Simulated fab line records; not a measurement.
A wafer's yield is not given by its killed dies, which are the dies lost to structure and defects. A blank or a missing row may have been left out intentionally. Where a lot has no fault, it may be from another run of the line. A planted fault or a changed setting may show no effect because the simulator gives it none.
Which tool did it? || flow n5Finfet || 11 lots, 29 wafers sampled, at 3 steps of a route of 1938

WHAT EACH GAUGE READ, for each wafer
N5_BEOL_M2_THK_MEAS_01.
{"lot": "L318", "measured": "day 6 12:44", "on": "filmMetro-01", "M2_ILD_THK (nm)": "78.6 77.5"}
{"lot": "L321", "measured": "day 7 06:41", "on": "filmMetro-02", "M2_ILD_THK (nm)": "76.9 77.5 77.8"}
{"lot": "L323", "measured": "day 7 12:40", "on": "filmMetro-02", "M2_ILD_THK (nm)": "78.8 79.1 77.5"}
{"lot": "L324", "measured": "day 7 20:41", "on": "filmMetro-02", "M2_ILD_THK (nm)": "79.9 78.6 81.0"}
{"lot": "L326", "measured": "day 8 06:19", "on": "filmMetro-02", "M2_ILD_THK (nm)": "77.8 78.1 78.3"}
{"lot": "L327", "measured": "day 9 03:32", "on": "filmMetro-02", "M2_ILD_THK (nm)": "78.0 79.0 79.1"}
{"lot": "L334", "measured": "day 10 14:39", "on": "filmMetro-02", "M2_ILD_THK (nm)": "77.8 78.3 78.0"}
{"lot": "L336", "measured": "day 10 22:53", "on": "filmMetro-02", "M2_ILD_THK (nm)": "79.5 80.8"}
{"lot": "L338", "measured": "day 11 19:43", "on": "filmMetro-02", "M2_ILD_THK (nm)": "77.9 78.0"}
{"lot": "L340", "measured": "day 12 01:44", "on": "filmMetro-02", "M2_ILD_THK (nm)": "78.6 79.6"}
{"lot": "L341", "measured": "day 12 03:18", "on": "filmMetro-02", "M2_ILD_THK (nm)": "76.0 78.4 77.9"}

WHAT TOOL EACH LOT RAN ON (gives the tool, then ch and the chambers of the sampled wafers, and finally the start)
{"lot": "L318", "N5_BEOL_M1_SPUTTER_94": "pvdSputter-03, day 6 10:58", "N5_BEOL_M1_DEP_57": "pecvd-02 ch 1,2, day 6 12:32"}
{"lot": "L321", "N5_BEOL_M1_SPUTTER_94": "pvdSputter-03, day 7 05:13", "N5_BEOL_M1_DEP_57": "pecvd-02 ch 0,1, day 7 06:30"}
{"lot": "L323", "N5_BEOL_M1_SPUTTER_94": "pvdSputter-03, day 7 11:16", "N5_BEOL_M1_DEP_57": "pecvd-03 ch 1,2, day 7 12:28"}
{"lot": "L324", "N5_BEOL_M1_SPUTTER_94": "pvdSputter-03, day 7 19:17", "N5_BEOL_M1_DEP_57": "pecvd-03 ch 1,2, day 7 20:29"}
{"lot": "L326", "N5_BEOL_M1_SPUTTER_94": "pvdSputter-01, day 8 04:54", "N5_BEOL_M1_DEP_57": "pecvd-03 ch 0,1, day 8 06:07"}
{"lot": "L327", "N5_BEOL_M1_SPUTTER_94": "pvdSputter-03, day 9 01:53", "N5_BEOL_M1_DEP_57": "pecvd-02 ch 0,1,2, day 9 03:06"}
{"lot": "L334", "N5_BEOL_M1_SPUTTER_94": "pvdSputter-02, day 10 13:15", "N5_BEOL_M1_DEP_57": "pecvd-03 ch 0,1,2, day 10 14:27"}
{"lot": "L336", "N5_BEOL_M1_SPUTTER_94": "pvdSputter-01, day 10 21:15", "N5_BEOL_M1_DEP_57": "pecvd-01 ch 1,2, day 10 22:41"}
{"lot": "L338", "N5_BEOL_M1_SPUTTER_94": "pvdSputter-01, day 11 18:19", "N5_BEOL_M1_DEP_57": "pecvd-01 ch 0,2, day 11 19:31"}
{"lot": "L340", "N5_BEOL_M1_SPUTTER_94": "pvdSputter-03, day 12 00:20", "N5_BEOL_M1_DEP_57": "pecvd-02 ch 0,1, day 12 01:33"}
{"lot": "L341", "N5_BEOL_M1_SPUTTER_94": "pvdSputter-02, day 12 01:53", "N5_BEOL_M1_DEP_57": "pecvd-01 ch 0,1,2, day 12 03:05"}
- N5_BEOL_M1_SPUTTER_94: material Cu, target thk 4.5 nm, time 8.29 s.
- N5_BEOL_M1_DEP_57: deposits SiCN from 3MS/NH3, target thk 8 nm, time 14 s.

THE ANSWER, worked out from the rows above alone
Rule: usual is defined by the lots themselves. Put in order of their means at a reading, lots are off if they are a third of the lots or fewer, leave a main group of 4 or more, and stand apart from it by a gap of 3 or more times the standard deviation of the main group's means; of several such gaps the widest counts. A main group whose means are all the same, to the digits that the tables above print for the reading, isn't used. Also off: a lot with no number at a reading for which 4 or more lots have one. Any other lot the step has rows for is counted as sound.
Nothing can be told from this: no lot is off at any reading shown.

WHAT THE SIMULATOR PUT IN
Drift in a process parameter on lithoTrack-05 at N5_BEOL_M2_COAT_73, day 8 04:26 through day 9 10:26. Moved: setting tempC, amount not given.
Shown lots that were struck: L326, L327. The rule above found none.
